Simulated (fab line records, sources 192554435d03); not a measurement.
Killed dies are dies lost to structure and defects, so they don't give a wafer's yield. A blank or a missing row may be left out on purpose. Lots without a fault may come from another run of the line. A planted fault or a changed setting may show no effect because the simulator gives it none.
fab line records | flow n5_finfet
record lots=10 wafers=30 last_day=18
route steps=1938 shown MOL_CONTACT_COAG@527 BEOL_M4@1111
lots that met no fault: from a run of the same line without faults
start_h: hours from the record's first day to the start of the lot's first wafer shown | wait_h: hours since the lot's step before | " the same as in the row above | L1.1+2: a row that stands for several wafers | - no value, or no start given | * or withheld: withheld | < > ~ a bound
route shown NAME@n: a module of which the file shows steps, and the number in the route of the first | usual: mean/standard deviation of fault-free wafers | same: alike in all rows | chamber/n: place in a boat | sites: the reading at each site | _std_site: their standard deviation | _edge_site: outer sites' mean less inner sites' | radius_mm: how far each site lies from the wafer's centre | mask NAME#n: copy n | behind: the tool/chamber that last shaped the wafer | hold: why the lot was held/for how many hours/how that ended | device: the transistor (n, p or np) that didn't switch | end of line: the same wafers' tests at the end of the route | a step without rows: its recipe alone | killed: dies lost to structure and defects at the first sort, not the wafer's yield | map: a wafer's dies, x killed, . not, _ none there
set.NAME: the setting as run; set.NAME@STEP: as run at that earlier step | model.NAME: the simulator's own value behind a step, which no gauge read
steps of the route over a sample of lots; a table a step, a row a wafer
services: from which hour (start_h, from the record's first day; less than 0 if before it) a tool's chamber was out of use, for how many hours, and why
## steps
# step N5_MOL_CONTACT_COAG_OVL_MEAS_09
# recipe points_per_wafer=522
# usual CA_OVL=0.0/0.7
# columns lot.wafer tool chamber start_h wait_h CA_OVL[nm]
L375.3 overlay-01 0 94.94 0.0 -0.9
L375.4 " 0 " " -1.0
L375.5 " 0 " " -1.3
L378.1 overlay-01 0 111.08 0.0 -0.6
L378.2 " 0 " " 1.3
L378.4 " 0 " " 1.4
L380.1 overlay-01 0 127.49 0.0 0.1
L380.2 " 0 " " -0.4
L380.5 " 0 " " 0.3
L382.1 overlay-02 0 137.92 0.0 -0.5
L382.4 " 0 " " 0.4
L382.5 " 0 " " -0.5
L383.3 overlay-01 0 139.83 0.0 0.1
L383.5 " 0 " " -0.5
L383.6 " 0 " " 0.1
L384.3 overlay-02 0 146.63 0.0 0.1
L384.4 " 0 " " 0.5
L384.6 " 0 " " 0.8
L392.1 overlay-02 0 194.82 0.0 0.4
L392.4 " 0 " " 1.2
L392.6 " 0 " " 0.6
L394.3 overlay-01 0 210.07 0.0 0.9
L394.4 " 0 " " 0.8
L394.6 " 0 " " 0.0
L395.1 overlay-01 0 217.64 0.0 0.0
L395.5 " 0 " " 0.1
L395.6 " 0 " " 0.3
L396.1 overlay-02 0 221.15 0.0 0.5
L396.2 " 0 " " -0.3
L396.4 " 0 " " 1.0
# step N5_MOL_CONTACT_COAG_IMPLANT_129
# recipe species=Ge energy_kev=3 dose_cm2=6e+14 tilt_deg=0 rotation_deg=0
# usual beam_on_s=45.2/3 dose_ions_cm2=6e+14/6.7e+11 faraday_current_uA=1680/110
# columns lot.wafer tool chamber start_h wait_h beam_on_s dose_ions_cm2 faraday_current_uA
L375.3 implanter-01 0 95.51 0.1 46.8 6e+14 1606
L375.4 " 0 " " 48.4 5.999e+14 1555
L375.5 " 0 " " 47.5 6.002e+14 1594
L378.1 implanter-02 0 111.81 0.0 42.1 6.003e+14 1795
L378.2 " 0 " " 43.2 6e+14 1758
L378.4 " 0 " " 42.6 5.998e+14 1779
L380.1 implanter-01 0 128.02 0.0 10.1 6.02e+13 746
L380.2 " 0 " " 10.3 5.95e+13 731
L380.5 " 0 " " 10.3 6e+13 729
L382.1 implanter-01 0 138.51 0.0 9.8 5.9e+13 769
L382.4 " 0 " " 10.0 5.95e+13 754
L382.5 " 0 " " 10.1 6.03e+13 752
L383.3 implanter-01 0 140.43 0.1 9.8 5.95e+13 767
L383.5 " 0 " " 9.6 5.91e+13 781
L383.6 " 0 " " 10.2 5.96e+13 740
L384.3 implanter-02 0 147.20 0.1 41.1 6e+14 1840
L384.4 " 0 " " 42.3 5.995e+14 1796
L384.6 " 0 " " 42.7 5.995e+14 1764
L392.1 implanter-01 0 195.52 0.0 47.3 6.003e+14 1598
L392.4 " 0 " " 46.1 6.005e+14 1643
L392.6 " 0 " " 48.7 5.992e+14 1553
L394.3 implanter-01 0 210.64 0.1 48.4 5.999e+14 1558
L394.4 " 0 " " 47.6 5.999e+14 1585
L394.6 " 0 " " 47.5 6.011e+14 1589
L395.1 implanter-02 0 218.16 0.0 41.1 6.014e+14 1851
L395.5 " 0 " " 43.2 6.005e+14 1758
L395.6 " 0 " " 42.9 6.019e+14 1767
L396.1 implanter-01 0 221.90 0.0 48.3 6.007e+14 1569
L396.2 " 0 " " 49.0 6.01e+14 1540
L396.4 " 0 " " 47.4 6.017e+14 1597
# step N5_MOL_CONTACT_COAG_TI_SIL_19
# recipe material=Ti target_thk_a=42 temp_c=200 chamber_pressure_pa=5 power_w=5000 time_s=15
# usual throttle_valve_pct=30.0/0.82
# columns lot.wafer tool chamber start_h wait_h throttle_valve_pct
L375.3 pvd_sputter-02 - 96.01 0.2 30.0
L375.4 " - " " 29.8
L375.5 " - " " 29.6
L378.1 pvd_sputter-02 - 114.18 0.7 29.7
L378.2 " - " " 30.3
L378.4 " - " " 30.0
L380.1 pvd_sputter-01 - 128.52 0.2 28.6
L380.2 " - " " 28.8
L380.5 " - " " 28.5
L382.1 pvd_sputter-01 - 138.98 0.2 28.6
L382.4 " - " " 30.7
L382.5 " - " " 30.6
L383.3 pvd_sputter-03 - 141.15 0.3 30.2
L383.5 " - " " 31.8
L383.6 " - " " 30.0
L384.3 pvd_sputter-02 - 147.57 0.1 29.7
L384.4 " - " " 30.3
L384.6 " - " " 29.6
L392.1 pvd_sputter-02 - 195.99 0.2 30.3
L392.4 " - " " 29.8
L392.6 " - " " 30.1
L394.3 pvd_sputter-01 - 211.96 0.5 30.0
L394.4 " - " " 30.6
L394.6 " - " " 28.7
L395.1 pvd_sputter-02 - 218.60 0.2 29.8
L395.5 " - " " 29.9
L395.6 " - " " 30.6
L396.1 pvd_sputter-01 - 222.39 0.2 28.6
L396.2 " - " " 28.8
L396.4 " - " " 30.5
# step N5_MOL_CONTACT_COAG_CO_FILL_22
# recipe material=Co target_thk_a=200 temp_c=200 precursor=CCTBA/H2 pressure_torr=30
# usual heater_power_w=233/30
# columns lot.wafer tool chamber start_h wait_h heater_power_w
L375.3 cvd_co-01 1 97.63 0.1 221
L375.4 " 2 " " 268
L375.5 " 1 " " 218
L378.1 cvd_co-02 0 115.74 0.1 253
L378.2 " 2 " " 185
L378.4 " 0 " " 258
L380.1 cvd_co-01 2 129.71 0.3 266
L380.2 " 0 " " 239
L380.5 " 2 " " 272
L382.1 cvd_co-01 2 141.51 0.1 274
L382.4 " 0 " " 243
L382.5 " 2 " " 284
L383.3 cvd_co-01 1 142.40 0.3 220
L383.5 " 1 " " 216
L383.6 " 0 " " 244
L384.3 cvd_co-01 2 148.79 0.1 271
L384.4 " 2 " " 268
L384.6 " 1 " " 219
L392.1 cvd_co-02 1 196.98 0.1 206
L392.4 " 0 " " 256
L392.6 " 1 " " 204
L394.3 cvd_co-01 2 213.38 0.1 273
L394.4 " 1 " " 224
L394.6 " 2 " " 279
L395.1 cvd_co-02 0 221.38 0.1 255
L395.5 " 1 " " 202
L395.6 " 2 " " 185
L396.1 cvd_co-02 2 224.70 0.1 186
L396.2 " 1 " " 201
L396.4 " 0 " " 264
# step N5_BEOL_M4_RC_MEAS_101
# usual DIBL_N=37.0/2.3 DIBL_P=37.3/2.8 IOFF_N=0.17/0.046 IOFF_P=0.23/0.054 ION_N=675/14 ION_P=460/9.3 RC_DENSE_N=19.1/0.44 RC_DENSE_P=23.9/0.54 RC_N=15.6/0.35 RC_P=19.5/0.45 REXT_N=74.9/1.9 REXT_P=99.4/2.7 SS_N=71.7/0.73 SS_P=73.6/0.95 VT_N=249/3.9 VT_P=-250/3.9
# columns lot.wafer tool chamber start_h wait_h DIBL_N[mV/V] DIBL_P[mV/V] IOFF_N[nA/um] IOFF_P[nA/um] ION_N[uA/um] ION_P[uA/um] RC_DENSE_N[ohm.um] RC_DENSE_P[ohm.um] RC_N[ohm.um] RC_P[ohm.um] REXT_N[ohm.um] REXT_P[ohm.um] SS_N[mV/dec] SS_P[mV/dec] VT_N[mV] VT_P[mV]
L375.3 prober-02 0 170.31 0.3 37.4 37.6 0.19 0.22 677 457 19.1 23.8 15.5 19.4 75.7 99.4 72.1 73.7 250 -249
L375.4 " 0 " " 36.8 37.4 0.17 0.22 667 453 18.9 24.0 15.4 19.3 77.8 102.0 71.1 75.0 249 -251
L375.5 " 0 " " 39.6 40.9 0.25 0.29 688 457 19.3 24.0 15.8 19.7 77.2 101.2 72.2 76.1 245 -248
L378.1 prober-01 0 193.90 0.0 36.7 38.7 0.17 0.26 681 475 18.6 23.2 15.1 18.7 74.5 98.4 70.8 74.1 248 -247
L378.2 " 0 " " 36.7 36.8 0.16 0.21 671 459 19.0 23.5 15.5 19.3 75.0 101.7 71.5 72.5 251 -251
L378.4 " 0 " " 36.5 38.3 0.16 0.25 679 473 19.4 24.2 16.1 19.7 75.9 99.7 71.2 73.6 251 -247
L380.1 prober-02 0 200.18 0.0 35.3 36.6 0.15 0.19 651 448 35.0 44.0 28.7 35.4 88.3 110.8 71.4 73.1 253 -255
L380.2 " 0 " " 38.5 39.5 0.22 0.25 683 463 35.6 44.2 28.8 36.3 88.8 110.9 72.1 73.8 245 -251
L380.5 " 0 " " 39.3 40.8 0.23 0.27 686 459 35.9 44.3 29.2 35.7 87.7 111.2 72.3 74.8 248 -249
L382.1 prober-01 0 221.92 0.0 38.9 41.4 0.20 0.29 659 455 36.5 45.3 29.8 37.0 88.3 112.3 71.3 74.8 248 -246
L382.4 " 0 " " 37.5 38.2 0.16 0.23 662 458 36.6 45.5 29.9 37.2 87.4 111.6 72.1 74.1 249 -250
L382.5 " 0 " " 38.8 40.7 0.21 0.28 671 462 36.0 45.2 29.3 36.6 87.0 110.5 72.2 74.7 248 -246
L383.3 prober-02 0 222.56 0.3 37.0 36.6 0.18 0.26 667 461 36.0 45.1 29.1 36.6 89.4 114.7 71.9 73.1 247 -245
L383.5 " 0 " " 35.7 35.0 0.15 0.23 657 456 36.0 44.8 29.1 36.1 90.7 113.2 71.5 73.0 250 -246
L383.6 " 0 " " 41.2 42.4 0.27 0.37 680 462 35.8 44.3 29.2 36.2 91.0 114.4 73.1 74.4 244 -243
L384.3 prober-01 0 225.68 0.3 34.9 32.9 0.14 0.19 681 474 19.1 23.7 15.4 19.3 72.2 101.0 71.4 73.1 250 -248
L384.4 " 0 " " 34.1 32.0 0.11 0.18 654 455 19.5 24.3 15.9 19.7 73.6 102.2 71.5 72.2 257 -250
L384.6 " 0 " " 34.6 33.9 0.12 0.20 669 466 18.6 23.3 15.0 18.9 72.3 100.2 71.9 72.5 254 -250
L392.1 prober-01 0 286.71 0.0 32.3 33.6 0.11 0.14 657 445 19.5 24.1 15.8 19.8 71.5 98.7 71.2 72.2 256 -257
L392.4 " 0 " " 36.5 38.5 0.18 0.20 679 458 19.4 24.4 16.0 19.8 72.4 100.2 72.3 73.7 249 -252
L392.6 " 0 " " 32.7 34.1 0.12 0.14 663 449 19.3 24.3 15.8 19.6 70.4 100.9 71.1 72.2 254 -258
L394.3 prober-01 0 302.09 0.3 38.3 39.4 0.20 0.24 673 456 18.8 23.4 15.5 19.0 73.4 102.9 71.8 73.6 247 -251
L394.4 " 0 " " 36.8 38.0 0.17 0.21 671 455 18.8 23.5 15.3 19.0 74.0 101.1 72.3 72.9 250 -252
L394.6 " 0 " " 37.2 38.0 0.18 0.22 666 455 18.7 23.5 15.3 19.2 73.3 100.3 71.8 73.7 248 -250
L395.1 prober-01 0 308.46 0.0 37.8 36.6 0.16 0.20 677 459 19.7 24.6 16.0 19.9 73.2 99.8 71.3 73.3 250 -256
L395.5 " 0 " " 38.4 36.6 0.16 0.21 656 444 19.4 24.1 15.8 19.7 73.1 100.8 71.8 72.9 253 -252
L395.6 " 0 " " 40.4 38.7 0.22 0.24 668 451 20.0 24.9 16.3 20.4 73.9 102.2 72.2 73.2 247 -253
L396.1 prober-02 0 319.71 0.0 37.7 38.9 0.19 0.28 670 460 19.1 24.2 15.6 19.8 74.6 101.7 72.9 73.9 249 -247
L396.2 " 0 " " 40.0 40.9 0.24 0.30 696 474 18.8 23.9 15.2 19.3 74.8 102.2 73.1 74.6 244 -245
L396.4 " 0 " " 35.8 37.0 0.15 0.23 677 471 19.0 24.2 15.5 19.6 75.0 102.1 71.6 73.2 250 -248
## services
# columns tool chamber start_h hours kind
implanter-01 - 101.42 2.6 pm
cvd_co-02 1 114.67 - clean
cvd_co-02 1 114.67 22.0 scheduled_down
cvd_co-02 1 114.67 22.0 vent_cycle
cvd_co-02 - 127.45 28.1 pm
implanter-01 - 129.72 3.6 repair
implanter-01 - 145.00 2.5 pm
pvd_sputter-03 - 155.67 1.6 repair
cvd_co-02 - 165.03 1.7 repair
pvd_sputter-01 - 176.49 2.6 repair
implanter-02 - 194.17 9.2 repair
cvd_co-02 - 198.82 0.5 repair
cvd_co-02 - 212.88 6.9 pm
cvd_co-01 1 222.85 2.7 repair
## key
first_sign step=N5_MOL_CONTACT_COAG_IMPLANT_129 reading=dose_ions_cm2 direction=down sigmas=99+ usual=6e+14 struck=5.96e+13
effect step=N5_MOL_CONTACT_COAG_IMPLANT_129 reading=beam_on_s direction=down sigmas=12 usual=45.2 struck=10.0
effect step=N5_BEOL_M4_RC_MEAS_101 reading=RC_N direction=up sigmas=39 usual=15.6 struck=29.2
effect step=N5_BEOL_M4_RC_MEAS_101 reading=RC_DENSE_N direction=up sigmas=38 usual=19.1 struck=35.9
effect step=N5_BEOL_M4_RC_MEAS_101 reading=RC_DENSE_P direction=up sigmas=38 usual=23.9 struck=44.8
effect step=N5_BEOL_M4_RC_MEAS_101 reading=RC_P direction=up sigmas=38 usual=19.5 struck=36.3
effect step=N5_BEOL_M4_RC_MEAS_101 reading=REXT_N direction=up sigmas=7.3 usual=74.9 struck=88.7
effect step=N5_BEOL_M4_RC_MEAS_101 reading=REXT_P direction=up sigmas=4.8 usual=99.4 struck=112.2
met_at N5_MOL_CONTACT_COAG_IMPLANT_129
struck_lots L380,L382,L383
baseline_loss step=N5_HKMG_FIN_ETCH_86 wafers=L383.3
not_acting_at N5_MOL_CONTACT_COAG_OVL_MEAS_09,N5_MOL_CONTACT_COAG_TI_SIL_19,N5_MOL_CONTACT_COAG_CO_FILL_22
onset_between 95.51 128.02
fault kind=process_parameter_drift tool=implanter-01 chamber=- onset_h=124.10 steps=N5_MOL_CONTACT_COAG_IMPLANT_129 channel=dose_cm2 offset=-5.4e+14 shape=step end_h=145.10 acts_in=these_recipes_only stated=6e+14
# baseline_loss: these wafers lose ten dies or more at that step, a loss of the line's own and not of a fault; the sort's usual values leave them out
